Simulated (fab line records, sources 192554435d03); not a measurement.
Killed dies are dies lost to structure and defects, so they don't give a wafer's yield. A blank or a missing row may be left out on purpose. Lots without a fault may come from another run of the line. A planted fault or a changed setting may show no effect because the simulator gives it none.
Chamber matching | flow n5_finfet | N5_BEOL_M2_STRIP_36 on rie_diel-06: 4 sister chambers
The step strips in N2/H2. 8 wafers are shown with their chamber, then 11 later ones without.

WAFERS WITH THEIR CHAMBER
wafer  | chamber | drypump_motor_current_A (A) | throttle_valve_pct (%)
L075.5 | 2       | 5.6                         | 23.45
L082.5 | 0       | 5.1                         | 23.83
L085.1 | 1       | 5.4                         | 23.10
L085.2 | 0       | 5.0                         | 23.86
L087.1 | 1       | 5.4                         | 23.08
L087.5 | 3       | 6.4                         | 23.39
L087.6 | 2       | 5.7                         | 23.28
L089.2 | 3       | 6.4                         | 23.38

WAFERS WITHOUT THEIR CHAMBER
wafer  | drypump_motor_current_A (A) | throttle_valve_pct (%)
L089.5 | 6.5                         | 23.39
L089.6 | 5.7                         | 23.27
L093.2 | 5.0                         | 23.55
L093.5 | 5.1                         | 23.57
L093.6 | 5.7                         | 23.29
L094.3 | 5.1                         | 23.58
L094.4 | 5.6                         | 23.28
L094.5 | 6.4                         | 23.39
L096.1 | 5.7                         | 23.28
L096.2 | 5.4                         | 23.10
L096.5 | 5.1                         | 23.56

WHICH CHAMBER EACH WENT THROUGH
wafer  | from the rows above | in truth
L089.5 | 3                   | 3
L089.6 | 2                   | 2
L093.2 | 0                   | 0
L093.5 | 0                   | 0
L093.6 | 2                   | 2
L094.3 | 0                   | 0
L094.4 | 2                   | 2
L094.5 | 3                   | 3
L096.1 | 2                   | 2
L096.2 | 1                   | 1
L096.5 | 0                   | 0
Placed correctly: 11 of 11. Can't be placed from these rows: 0. Placed wrongly: 0.
How it was worked out, from the rows above alone: a wafer's distance from a chamber is the root of the sum, over the readings, of the square of ((its reading less the chamber's mean) divided by the reading's scatter). The wafer belongs to the nearest chamber; if the next one is less than 2 further off, it can't be placed. A chamber's mean is the mean of its shown wafers. The scatter: the root of (the sum of the squares of (reading less its chamber's mean) over the shown wafers, divided by (wafers less chambers)).
